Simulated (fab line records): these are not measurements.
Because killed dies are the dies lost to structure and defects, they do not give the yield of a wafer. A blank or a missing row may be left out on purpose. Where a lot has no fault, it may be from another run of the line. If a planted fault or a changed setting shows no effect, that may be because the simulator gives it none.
A lot that was struck, set against a sound lot ; flow n5-finfet ; 41 steps out of a route of 1938
Sound: wafers L932.1, L932.2, L932.3. Wafers struck: L935.1, L935.3, L935.5. The cause comes at the end.
Each step with rows lists, per side, the tool, then ch with its chambers, then its first start. Under that, the readings that differ: sound wafers ; struck wafers ; difference of the means ; sigmas: that difference in standard deviations of wafers without a fault.
alike: readings with means less than 2 such deviations apart, plus words and numbers identical on both sides. not compared: withheld readings, readings lacking a value on some wafer, bounds such as >300 that could conceal the same value, and numbers that have no deviation in the record and whose values overlap.
A row with sigmas, a row that says differs or no value, or rows on one side alone: a step with any of these is where the two part. When numbers do not overlap yet have no deviation, they are printed without sigmas and do not part them. Lack of a reading on every wafer of one side parts them only where that side has two or more wafers.

first, 12 steps without rows for these wafers: N5_SD_EPI_N_STRIP_36 (strips in N2/H2); N5_SD_EPI_N_ETCHBACK_44 (etches SiNx in CH3F/O2, stops on SiO2, target depth 14.5 nm); N5_SD_EPI_N_ETCH_45 (etches SiOCN in CH3F/O2, target depth 6 nm); N5_SD_EPI_N_ETCH_16 (etches SiO2 in CHF3/O2, target depth 5 nm); N5_SD_EPI_N_STRIP_47 (strips in CHF3/O2); N5_SD_EPI_N_SD_RECESS_17 (chemistry HBr/Cl2/O2, target depth 41 nm, time 23.7 s, bt time 3 s); N5_SD_EPI_N_STRIP_38 (strips in N2/H2); N5_SD_EPI_N_WET_ETCH_43 (etches SiO2 in dHF, time 14 s, target depth 1.5 nm); N5_SD_EPI_N_STRIP_18 (strips in SPM, time 750 s); N5_SD_EPI_N_SRD_20 (time 30 s); N5_SD_EPI_N_PRECLEAN_48 (cleans in NF3:NH3, afs cycles 2, time 20 s, sublimation time 60 s); N5_SD_EPI_N_VAPOR_ETCH_50 (etches Si in HCl, time 54 s).
N5_SD_EPI_N_EPI_21: deposits Si:P, time 690 s.
  sound on epi-rpcvd-03 ch 0, day 5 08:40; struck on epi-rpcvd-03 ch 0, day 6 06:13
reading;sound;struck;difference;sigmas
susceptor-temp-C (C);679.8 679.8 679.9;663.0 662.9 663.1;-16.8;-54
susceptor_temp_C_max;681.5 681.7 681.8;665.7 665.0 665.2;-16.4;-25
model.Si-P_of_SD_EPI_N_EPI_21.thk-nm (nm);58.4 59 59;41.2 41.6 41;-17.5;
N5_SD_EPI_N_EPI_MEAS_23:
  struck on film-metro-02, day 6 07:55; sound on film-metro-02, day 5 10:23
reading;sound;struck;difference;sigmas
thk-nm (nm);58.3 59.5 58.8;41.0 41.4 41.4;-17.6;-15
then, 24 steps without rows for these wafers: N5_SD_EPI_N_PRECLEAN_24 (cleans in O3/DIW, time 60 s); N5_SD_EPI_N_SRD_25 (time 30 s); N5_SD_EPI_N_PRECLEAN_49 (cleans in NF3:NH3, afs cycles 1, time 20 s, sublimation time 60 s); N5_SD_EPI_N_LINER_46 (material SiNx, target thk 3 nm); N5_SD_EPI_P_COAT_34 (time 60 s, resist thk 350 nm); N5_SD_EPI_P_COAT_35 (time 60 s, resist thk 35 nm); N5_SD_EPI_P_COAT_03 (resist thk 150 nm); N5_SD_EPI_P_EBR_05; N5_SD_EPI_P_SOFTBAKE_04 (time 60 s); N5_SD_EPI_P_EXPOSE_06 (exposes mask SD P BLK, target cd 240 nm); N5_SD_EPI_P_PEB_07 (peb time 60 s); N5_SD_EPI_P_DEVELOP_08 (develop time 30 s); N5_SD_EPI_P_DESCUM_14 (chemistry O2, time 7.9 s); N5_SD_EPI_P_ETCH_36 (etches SiARC in CF4, target depth 45.5 nm, time 75.8 s); N5_SD_EPI_P_ETCH_37 (etches SOC in N2/H2, overetch 108 nm, time 486 s); N5_SD_EPI_P_STRIP_38 (strips in N2/H2); N5_SD_EPI_P_ETCHBACK_46 (etches SiNx in CH3F/O2, stops on SiO2, target depth 17.5 nm); N5_SD_EPI_P_ETCH_47 (etches SiOCN in CH3F/O2, target depth 25 nm); N5_SD_EPI_P_ETCH_16 (etches SiO2 in CHF3/O2, target depth 5 nm); N5_SD_EPI_P_STRIP_50 (strips in CHF3/O2); N5_SD_EPI_P_SD_RECESS_17 (chemistry HBr/Cl2/O2, target depth 39.1 nm, bt time 3 s); N5_SD_EPI_P_WET_ETCH_45 (etches SiO2 in dHF, time 10.7 s, target depth 2 nm, rinse time 30 s); N5_SD_EPI_P_STRIP_40 (strips in N2/H2); N5_SD_EPI_P_PRECLEAN_52 (cleans in O3/DIW, time 60 s).
N5_SD_ACTIVATION_RS_MEAS_03: a four-point-probe measurement.
  struck on film-metro-02, day 6 13:07; sound on film-metro-01, day 5 15:44
reading;sound;struck;difference;sigmas
RS_SD_N (ohm/sq);21.82 22.07 21.98;30.93 30.48 30.78;+8.77;+29
  alike: RS_SD_P
N5_MOL_CONTACT_COAG_ETCH_15: etches SiNx in CH3F/O2, stops on Si:P, target depth 7 nm.
  sound on rie-diel-02 ch 1,2,3, day 6 20:16; struck on rie-diel-03 ch 0,1,3, day 7 18:29
reading;sound;struck;difference;sigmas
model.Si-P_of_SD_EPI_N_EPI_21.thk-nm (nm);57.6 58 58.2;40.6 41 40.4;-17.3;
  alike: drypump-motor-current-A, oes-product-au, rf-vpp-V, showerhead-plenum-p-Torr, throttle-valve-pct
  not compared: rf-hours-counter-h
-- the record jumps here: 3 days lie between the struck wafers' starts before and after (it left off in module MOL_CONTACT_COAG and takes up again in module BEOL_M4, whose first step shown is number 1111 of the route) --
N5_BEOL_M4_RC_MEAS_101:
  sound on prober-01 ch 0, day 10 14:41; struck on prober-02 ch 0, day 11 00:16
reading;sound;struck;difference;sigmas
DIBL_P (mV/V);37.4 36.1 41.1;33.1 33.7 34.1;-4.6;-2
IOFF_P (nA/um);0.25 0.22 0.32;0.17 0.18 0.18;-0.09;-2
REXT_N (ohm.um);73.6 71.7 73.6;83.0 82.3 83.5;+10.0;+6
RS_SD_N (ohm/sq);28.5 28.3 28.3;40.2 39.7 40.3;+11.7;+29
VT_N (mV);252 251 245;255 254 257;+6;+2
VT_P (mV);-247 -249 -241;-255 -254 -254;-9;-2
  alike: DIBL_N, IOFF_N, ION_N, ION_P, SS_N, SS_P

== WHERE THEY PART ==
At N5_SD_EPI_N_EPI_21 first; at N5_BEOL_M4_RC_MEAS_101 last (within this record only).

WHY: what had been put in by the simulator
Process parameter drift: epi-rpcvd-03, from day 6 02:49 on, at N5_SD_EPI_N_EPI_21. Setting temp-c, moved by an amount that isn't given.
